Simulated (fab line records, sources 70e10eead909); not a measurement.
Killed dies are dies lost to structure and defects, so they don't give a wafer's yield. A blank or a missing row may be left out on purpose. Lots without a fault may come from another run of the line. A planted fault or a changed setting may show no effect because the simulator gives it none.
fab line records | flow nand_harc | part 2 of 2: steps 15 to 23 of 23
record lots=5 wafers=15 last_day=32
route steps=1302 shown A_STAIRCASE@666
lots that met no fault: from a run of the same line without faults
start_h: hours from the record's first day to the start of the lot's first wafer shown | wait_h: hours since the lot's step before | " the same as in the row above | L1.1+2: a row that stands for several wafers | - no value, or no start given | * or withheld: withheld | < > ~ a bound
route shown NAME@n: a module of which the file shows steps, and the number in the route of the first | usual: mean/standard deviation of fault-free wafers | same: alike in all rows | chamber/n: place in a boat | sites: the reading at each site | _std_site: their standard deviation | _edge_site: outer sites' mean less inner sites' | radius_mm: how far each site lies from the wafer's centre | mask NAME#n: copy n | behind: the tool/chamber that last shaped the wafer | hold: why the lot was held/for how many hours/how that ended | device: the transistor (n, p or np) that didn't switch | end of line: the same wafers' tests at the end of the route | a step without rows: its recipe alone | killed: dies lost to structure and defects at the first sort, not the wafer's yield | map: a wafer's dies, x killed, . not, _ none there
set.NAME: the setting as run; set.NAME@STEP: as run at that earlier step | model.NAME: the simulator's own value behind a step, which no gauge read
lots at some steps of the route; a table a step, a row a wafer
services: from which hour (start_h, from the record's first day; less than 0 if before it) a tool's chamber was out of use, for how many hours, and why
## steps
# step NHARC_A_STAIRCASE_TRIM_24
# recipe time_s=211.2 o2_flow_sccm=500 ar_flow_sccm=0 bias_w=0 chemistry=O2
# usual drypump_motor_current_A=5.7/0.57 o2_flow_sccm=499.9/1.5 oes_product_au=0.999/0.0084 rf_vpp_V=57.7/0.86 showerhead_plenum_p_Torr=3.52/0.18 throttle_valve_pct=17.036/0.0092
# columns lot.wafer tool chamber start_h wait_h drypump_motor_current_A o2_flow_sccm oes_product_au rf_hours_counter_h rf_vpp_V showerhead_plenum_p_Torr throttle_valve_pct
L077.2 rie_diel-12 3 - - 5.8 500.7 1.001 39 57.4 3.63 17.054
L077.1 " 1 " " 6.5 500.8 1.008 42 58.5 3.49 17.024
L077.6 " 2 " " 5.1 500.6 1.012 - 56.7 3.27 17.038
L078.1 rie_diel-13 0 - - 6.3 497.9 1.010 18 58.5 3.51 17.033
L078.3 " 2 " " 5.4 499.4 1.005 12 56.9 3.37 17.034
L078.2 " 3 " " 5.4 499.5 1.003 17 57.7 3.65 17.043
L087.1 rie_diel-13 1 - - 6.3 503.3 1.002 38 58.7 3.30 17.051
L087.6 " 3 " " 5.4 502.1 1.002 - 57.5 3.64 17.038
L087.5 " 0 " " 6.2 499.8 1.003 - 57.9 3.50 17.035
L091.4 rie_diel-02 0 - - 5.8 502.2 1.009 42 58.3 3.75 17.036
L091.2 " 2 " " 6.6 502.0 1.008 42 56.1 3.45 17.044
L091.6 " 1 " " 5.0 500.5 0.996 - 59.0 3.79 17.050
L093.2 rie_diel-13 2 - - 5.3 498.4 1.002 3 58.2 3.35 17.033
L093.1 " 0 " " 6.2 500.3 1.004 4 58.8 3.49 17.034
L093.6 " 3 " " 5.4 501.2 1.001 - 58.1 3.63 17.048
# step NHARC_A_STAIRCASE_ETCH_25
# recipe target_depth_a=1000 time_s=40.5 ion_energy_ev=400 c4f8_flow_sccm=20 o2_flow_sccm=10 ar_flow_sccm=withheld rf_w=600 bias_w=1000 chemistry=C4F8/O2
# usual oes_product_au=0.943/0.012 rf_fwd_power_W=592/3.7 rf_vpp_V=896/6.3
# columns lot.wafer tool chamber start_h wait_h oes_product_au rf_fwd_power_W rf_hours_counter_h rf_vpp_V
L077.2 rie_diel-12 0 - - 0.957 586 42 889
L077.1 " 1 " " 0.977 593 42 895
L077.6 " 3 " " 0.949 594 - 900
L078.2 rie_diel-13 2 - - 0.949 592 12 891
L078.1 " 3 " " 0.954 584 17 900
L078.3 " 0 " " 0.945 594 18 894
L087.1 rie_diel-13 2 - - 0.927 592 35 890
L087.6 " 3 " " 0.927 588 - 899
L087.5 " 0 " " 0.927 592 - 894
L091.2 rie_diel-02 2 - - 0.938 595 42 891
L091.4 " 3 " " 0.951 593 37 893
L091.6 " 1 " " 0.929 596 - 905
L093.2 rie_diel-13 0 - - 0.947 595 4 894
L093.1 " 3 " " 0.953 586 4 899
L093.6 " 0 " " 0.945 592 - 894
# step NHARC_A_STAIRCASE_TRIM_26
# recipe time_s=211.2 o2_flow_sccm=500 ar_flow_sccm=0 bias_w=0 chemistry=O2
# usual drypump_motor_current_A=5.7/0.57 o2_flow_sccm=499.9/1.5 oes_product_au=1.001/0.0088 rf_vpp_V=57.7/0.93 showerhead_plenum_p_Torr=3.53/0.18 throttle_valve_pct=17.035/0.0091
# columns lot.wafer tool chamber start_h wait_h drypump_motor_current_A o2_flow_sccm oes_product_au rf_hours_counter_h rf_vpp_V showerhead_plenum_p_Torr throttle_valve_pct
L077.1 rie_diel-12 3 - - 5.7 500.6 1.000 39 57.9 3.63 17.035
L077.2 " 1 " " 6.5 500.1 1.007 42 57.5 3.49 17.040
L077.6 " 3 " " 5.8 498.6 1.002 - 56.3 3.63 17.038
L078.3 rie_diel-13 1 - - 6.3 502.4 1.015 16 57.6 3.31 17.030
L078.2 " 2 " " 5.3 498.8 1.012 12 56.7 3.37 17.044
L078.1 " 0 " " 6.2 500.5 1.007 18 58.8 3.51 17.021
L087.1 rie_diel-13 0 - - 6.2 498.3 0.995 37 58.4 3.49 17.038
L087.6 " 3 " " 5.4 499.6 1.000 - 59.9 3.64 17.027
L087.5 " 0 " " 6.2 500.0 1.000 - 57.7 3.49 17.024
L091.2 rie_diel-02 0 - - 5.8 500.5 0.995 42 57.8 3.75 17.030
L091.4 " 3 " " 5.9 500.3 1.005 38 58.3 3.40 17.037
L091.6 " 0 " " 5.8 498.8 1.002 - 56.5 3.75 17.025
L093.1 rie_diel-13 0 - - 6.3 499.9 0.992 4 56.7 3.49 17.037
L093.2 " 2 " " 5.3 499.1 1.000 4 57.8 3.35 17.039
L093.6 " 0 " " 6.3 501.0 0.998 - 59.0 3.49 17.042
# step NHARC_A_STAIRCASE_ETCH_27
# recipe target_depth_a=1000 time_s=40.5 ion_energy_ev=400 c4f8_flow_sccm=20 o2_flow_sccm=10 ar_flow_sccm=withheld rf_w=600 bias_w=1000 chemistry=C4F8/O2
# usual oes_product_au=0.943/0.01 rf_fwd_power_W=592/3.5 rf_vpp_V=895/6.5
# columns lot.wafer tool chamber start_h wait_h oes_product_au rf_fwd_power_W rf_hours_counter_h rf_vpp_V
L077.2 rie_diel-12 2 - - 0.962 590 36 887
L077.1 " 3 " " 0.936 594 39 899
L077.6 " 0 " " 0.949 586 - 888
L078.1 rie_diel-13 3 - - 0.941 587 18 899
L078.2 " 1 " " 0.939 597 16 887
L078.3 " 2 " " 0.940 585 12 891
L087.1 rie_diel-13 3 - - 0.934 585 38 900
L087.6 " 3 " " 0.940 588 - 899
L087.5 " 1 " " 0.938 591 - 887
L091.2 rie_diel-02 1 - - 0.935 598 39 907
L091.4 " 3 " " 0.933 596 38 891
L091.6 " 1 " " 0.928 595 - 905
L093.2 rie_diel-13 2 - - 0.938 594 4 889
L093.1 " 0 " " 0.931 595 4 894
L093.6 " 2 " " 0.942 593 - 889
# step NHARC_A_STAIRCASE_STRIP_175
# recipe power_w=1500 temp_c=250 chemistry=O2
# usual drypump_motor_current_A=6.0/0.4 heater_power_w=321/26 rf_refl_power_W=14.9/2.8
# columns lot.wafer tool chamber start_h wait_h drypump_motor_current_A heater_power_w rf_hours_counter_h rf_refl_power_W
L077.2 plasma_asher-01 1 398.47 0.1 5.6 300 10 14.8
L077.1 " 0 " " 6.5 362 10 16.2
L077.6 " 0 " " 6.6 363 - 16.2
L078.1 plasma_asher-01 0 405.77 0.1 6.5 348 12 17.4
L078.2 " 1 " " 5.6 302 12 14.0
L078.3 " 0 " " 6.5 360 - 17.4
L087.1 plasma_asher-01 1 475.80 0.1 5.6 303 29 -
L087.6 " 0 " " 6.5 356 - -
L087.5 " 1 " " 5.6 298 - -
L091.2 plasma_asher-02 1 522.36 0.4 5.6 347 19 18.0
L091.4 " 0 " " 6.1 289 - 10.4
L091.6 " 1 " " 5.6 341 - 18.2
L093.2 plasma_asher-02 1 544.52 0.1 5.6 341 23 17.9
L093.1 " 0 " " 6.2 296 23 10.1
L093.6 " 0 " " 6.1 290 - 10.3
# step NHARC_A_STAIRCASE_STRIP_148
# recipe time_s=900 temp_c=130 chemistry=SPM
# columns lot.wafer tool chamber start_h wait_h
L077.2+1+6 wet_bench-02 7,1,2 398.83 0.3
L078.1+2+3 wet_bench-06 6,7,1 406.12 0.3
L087.6+1+5 wet_bench-06 2,4,5 476.11 0.1
L091.2+4+6 wet_bench-02 4,7,1 522.71 0.3
L093.2+6+1 wet_bench-02 3,5,6 544.88 0.3
# step NHARC_A_STAIRCASE_PRECLEAN_149
# recipe time_s=* temp_c=50 bath_age_min=0 chemistry=SC1
# columns lot.wafer tool chamber start_h wait_h
L077.2+1+6 wet_bench-02 7,1,2 - -
L078.1+2+3 wet_bench-06 6,7,1 - -
L087.6+1+5 wet_bench-06 2,4,5 - -
L091.2+4+6 wet_bench-02 4,7,1 - -
L093.2+6+1 wet_bench-02 3,5,6 - -
# step NHARC_A_STAIRCASE_SRD_150
# columns lot.wafer tool chamber start_h wait_h
L077.2+1+6 wet_bench-02 7,1,2 - -
L078.1+2+3 wet_bench-06 6,7,1 - -
L087.6+1+5 wet_bench-06 2,4,5 - -
L091.2+4+6 wet_bench-02 4,7,1 - -
L093.2+6+1 wet_bench-02 3,5,6 - -
# step NHARC_A_STAIRCASE_DEHYDRATE_176
# recipe temp_c=150 time_s=120
# usual exhaust_pa=44.9/0.96
# columns lot.wafer tool chamber start_h wait_h exhaust_pa
L077.1 litho_track-07 0 399.27 - 45.4
L077.2 " 0 " " 44.9
L077.6 " 0 " " 45.6
L078.1 litho_track-07 0 406.58 - 43.2
L078.2 " 0 " " 43.9
L078.3 " 0 " " 45.8
L087.1 litho_track-02 0 476.55 - 44.2
L087.5 " 0 " " 44.8
L087.6 " 0 " " 44.5
L091.2 litho_track-05 0 523.17 - 44.2
L091.4 " 0 " " 44.5
L091.6 " 0 " " 44.5
L093.1 litho_track-02 0 545.32 - 45.2
L093.2 " 0 " " 45.7
L093.6 " 0 " " 44.8
## services
# columns tool chamber start_h hours kind
rie_diel-02 0 377.40 2.1 repair
rie_diel-13 0 377.68 - clean
rie_diel-13 1 377.68 - clean
rie_diel-13 2 377.68 - clean
rie_diel-13 3 377.68 - clean
plasma_asher-02 - 378.47 9.3 repair
rie_diel-12 2 378.86 2.6 repair
rie_diel-02 - 394.46 9.0 pm
litho_track-02 - 402.01 7.0 pm
rie_diel-13 0 402.18 - clean
wet_bench-02 - 420.03 8.0 pm
rie_diel-13 - 423.11 5.7 repair
rie_diel-02 0 424.08 12.3 repair
litho_track-07 - 426.00 7.0 pm
plasma_asher-02 - 426.22 9.0 pm
rie_diel-02 3 434.93 28.6 repair
wet_bench-06 - 441.75 2.3 repair
rie_diel-12 - 445.82 9.0 pm
rie_diel-12 1 469.74 9.5 repair
litho_track-05 - 474.03 7.0 pm
rie_diel-13 0 475.54 6.6 repair
rie_diel-13 3 499.83 6.7 repair
plasma_asher-01 - 519.30 9.0 pm
rie_diel-13 - 521.79 9.0 pm
